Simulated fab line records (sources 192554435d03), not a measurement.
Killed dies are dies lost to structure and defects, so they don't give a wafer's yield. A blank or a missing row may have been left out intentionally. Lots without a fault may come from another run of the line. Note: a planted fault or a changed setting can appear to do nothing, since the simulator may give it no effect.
Chamber matching | flow n5 finfet | 4 sister chambers for N5_BEOL_M8_STRIP_36 on rie diel-04
The step strips in N2/H2. 16 wafers are shown with their chamber, then 8 later ones without.

## EACH WAFER AND ITS CHAMBER
wafer  | chamber | drypump motor current A (A) | throttle valve pct (%) | oes product au (a.u.)
L074.1 | 0       | 5.52                        | 23.9                   | 0.72
L074.2 | 3       | 5.22                        | 23.8                   | 0.73
L074.6 | 0       | 5.53                        | 23.9                   | 0.71
L077.2 | 1       | 5.94                        | 23.4                   | 0.71
L077.3 | 2       | 5.41                        | 22.9                   | 0.96
L077.5 | 2       | 5.43                        | 22.9                   | 0.95
L075.2 | 3       | 5.22                        | 23.9                   | 0.71
L075.3 | 0       | 5.54                        | 23.9                   | 0.71
L075.5 | 0       | 5.51                        | 23.9                   | 0.71
L079.1 | 2       | 5.40                        | 22.9                   | 0.94
L079.3 | 3       | 5.23                        | 23.8                   | 0.72
L079.4 | 3       | 5.20                        | 23.8                   | 0.72
L076.3 | 3       | 5.25                        | 23.8                   | 0.72
L076.4 | 3       | 5.24                        | 23.8                   | 0.71
L076.5 | 2       | 5.40                        | 22.9                   | 0.96
L086.2 | 0       | 5.53                        | 24.0                   | 0.68

SIGNATURES, as means of the wafers listed above
reading                 | chamber 0 | chamber 1 | chamber 2 | chamber 3 | scatter within a chamber
drypump motor current A | 5.5260    | 5.9400    | 5.4100    | 5.2267    | 0.0149
throttle valve pct      | 23.920    | 23.400    | 22.900    | 23.817    | 0.0369
oes product au          | 0.7060    | 0.7100    | 0.9525    | 0.7183    | 0.0111
Rule: a wafer lies at a distance from a chamber equal to the root of the sum of squares, over the readings, of (its reading less the chamber's mean, divided by the reading's scatter). The wafer belongs to the nearest chamber; if the next one is less than 2 further off, it can't be placed. The scatter is the square root of a quotient: the sum, over the shown wafers, of each reading's squared deviation from its chamber's mean, divided by wafers minus chambers.

## WAFERS WITHOUT THEIR CHAMBER
wafer  | drypump motor current A (A) | throttle valve pct (%) | oes product au (a.u.)
L086.3 | 5.24                        | 23.9                   | 0.70
L086.4 | 5.91                        | 23.4                   | 0.69
L093.1 | 5.92                        | 23.3                   | 0.92
L093.2 | 5.41                        | 23.0                   | 0.88
L093.4 | 5.22                        | 23.9                   | 0.69
L096.2 | 5.91                        | 23.3                   | 0.91
L096.3 | 5.58                        | 23.5                   | 0.92
L096.5 | 5.22                        | 23.9                   | 0.69

## THE CHAMBER EACH PASSED THROUGH
wafer  | from the rows above | in truth
L086.3 | 3                   | 3
L086.4 | 1                   | 1
L093.1 | 1                   | 1
L093.2 | 2                   | 2
L093.4 | 3                   | 3
L096.2 | 1                   | 1
L096.3 | 2                   | 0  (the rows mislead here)
L096.5 | 3                   | 3
7 of 8 placed correctly. Not placeable from these rows: 0. Number placed wrongly: 1.
